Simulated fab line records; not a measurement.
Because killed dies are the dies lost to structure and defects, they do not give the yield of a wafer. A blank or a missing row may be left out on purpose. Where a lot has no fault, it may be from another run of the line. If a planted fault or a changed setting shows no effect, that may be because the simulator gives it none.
Problem report in the 8D (eight disciplines) form, filled by code | flow n5Finfet | the parts of the form that need people (team, actions taken, sign-off) are left out

## 1. WHAT IS WRONG
plateTempC at N5_BEOL_M6_COAT_60 reads a mean of 214.55 C on 6 wafers of 2 lots; wafers without a fault read 220.04 C with a standard deviation of 0.15. Measured from the usual mean, that is -37 standard deviations.
The step: time 60 s, resist thk 35 nm.
First observed at day 10 12:39: wafer L165.3, on lithoTrack-01. The record has a number at this step for 33 wafers belonging to 11 lots. By rule, "out" or "out of limits" means more than 4 standard deviations away from the usual mean. The other wafers with a number count as sound.

## 2. WHAT IT IS; WHAT IT IS NOT
question                    | is                            | is not
which readings at this step | plateTempC, heaterPowerTotalW | -
which lots                  | L165, L168                    | L160, L161, L163, L170, L177, L178, L179, L180, L181
which wafers of those lots  | all that have a number        | -
read on which tools         | lithoTrack-01                 | lithoTrack-02, lithoTrack-05
when                        | from day 10 12:39             | up to then (9 sound wafers); but 18 sound wafers of L170, L177, L178, L179, L180, L181 came after

## 3. THE SUSPECTS, EACH WITH WHAT RULES IT OUT
Counting: any tool at a process step up to the reading is kept as a suspect provided that every lot that is out went through it and no sound lot did after the first of them.
- cvdCo-01 at N5_BEOL_M5_PRE_CLEAN_77 (time 15 s): ruled out as a lasting fault. Sound lots L177, L178, L180 ran on it after its first lot that is out, L165 (day 10 11:28).
- lithoTrack-01 at N5_BEOL_M6_COAT_60 (time 60 s, resist thk 35 nm): ruled out as a lasting fault. Sound lots L179, L180, L181 ran on it after its first lot that is out, L165 (day 10 12:39).
Left after counting: nothing in the record.

## 4. THE CAUSE (what the simulator had put in)
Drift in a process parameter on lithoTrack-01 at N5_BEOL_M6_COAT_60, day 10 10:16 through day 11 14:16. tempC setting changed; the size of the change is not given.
Counting ruled it out, wrongly.

## 5. THE CHAIN OF EFFECTS, in route order
Rows list readings where the struck wafers' mean (over those with a number) sits beyond 3 standard deviations from the usual. Only readings for which the record gives a usual standard deviation are gone through. hours: the time from each lot's start at the first step in this table that gives one to its start at this step, as a median over the lots. sigmas: the change in usual standard deviations.
hours | step               | reading           | usual    | on struck wafers | change | sigmas
0     | N5_BEOL_M6_COAT_60 | heaterPowerTotalW | 427.5 W  | 415.4            | -12.1  | -5.7
0     | N5_BEOL_M6_COAT_60 | plateTempC        | 220.04 C | 214.55           | -5.49  | -37
Process steps it contains:
- N5_BEOL_M6_COAT_60: time 60 s, resist thk 35 nm.

## 6. HOW IT WOULD HAVE BEEN CAUGHT EARLIER
2 hours passed between the start of the fault at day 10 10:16 and the first reading out of limits in this record, taken at day 10 12:39.
